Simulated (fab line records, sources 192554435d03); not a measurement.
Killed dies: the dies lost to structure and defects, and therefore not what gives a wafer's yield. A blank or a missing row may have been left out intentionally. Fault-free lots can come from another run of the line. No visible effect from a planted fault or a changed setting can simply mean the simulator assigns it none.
Matching of chambers    flow n5_finfet    ald_sin-02 running N5_GATE_CUT_ALD_22: 4 sister chambers
The step deposits SiNx, target thk 16 nm, pulse time 1 s, ald cycles 320. 20 wafers are shown with their chamber, then 10 later ones without.

== WAFERS WITH THEIR CHAMBER ==
wafer   chamber  heater_power_w (W)  heater_power_outer_w (W)  precursor_pulse_height_rel
L074.2  3        776                 498                       1.016
L074.5  3        764                 486                       1.015
L074.6  2        895                 527                       1.032
L075.2  0        821                 555                       0.998
L075.5  0        847                 536                       1.000
L075.6  1        909                 547                       1.015
L080.2  1        896                 543                       0.999
L080.4  2        892                 529                       1.012
L080.5  0        819                 554                       1.014
L084.1  0        835                 539                       0.994
L084.2  3        770                 496                       1.025
L084.5  0        834                 539                       0.957
L086.3  0        827                 548                       0.978
L086.4  1        867                 558                       0.942
L086.6  3        739                 481                       0.984
L088.1  0        846                 567                       1.038
L088.4  3        746                 496                       1.019
L088.5  2        912                 526                       0.971
L089.2  3        762                 504                       0.999
L089.4  2        883                 518                       0.978

SIGNATURES (means of the wafers above)
reading                     chamber 0  chamber 1  chamber 2  chamber 3  scatter within a chamber
heater_power_w              832.71     890.67     895.50     759.50     14
heater_power_outer_w        548.29     549.33     525.00     493.50     9.01
precursor_pulse_height_rel  0.99700    0.98533    0.99825    1.00967    0.0257
Rule: a wafer's distance from a chamber is the root of the sum, over the readings, of the square of ((its reading less the chamber's mean) divided by the reading's scatter). If the next closest chamber is less than 2 further off than the closest, the wafer can't be placed; otherwise it belongs to the closest. The scatter is the square root of a quotient: the sum, over the shown wafers, of each reading's squared deviation from its chamber's mean, divided by wafers minus chambers.

== WAFERS WHOSE CHAMBER IS MISSING ==
wafer   heater_power_w (W)  heater_power_outer_w (W)  precursor_pulse_height_rel
L089.6  750                 490                       0.999
L094.1  848                 495                       0.987
L094.4  747                 473                       1.022
L094.5  730                 471                       0.963
L095.1  845                 493                       1.008
L095.3  837                 530                       1.036
L095.6  838                 526                       0.972
L096.2  847                 520                       0.990
L096.3  717                 474                       0.979
L096.5  714                 463                       0.980

== WHICH CHAMBER EACH ONE RAN IN ==
wafer   from the rows above                in truth
L089.6  3                                  3
L094.1  can't be placed: 2 or 0 or 3 or 1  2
L094.4  3                                  3
L094.5  3                                  3
L095.1  can't be placed: 2 or 3 or 0       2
L095.3  can't be placed: 0 or 2            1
L095.6  can't be placed: 0 or 2 or 1       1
L096.2  can't be placed: 0 or 2 or 1       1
L096.3  3                                  3
L096.5  3                                  3
Correctly placed: 5 of 10. These rows do not allow placing 5 (true chamber among the candidates in 4). Wrongly placed: 0.
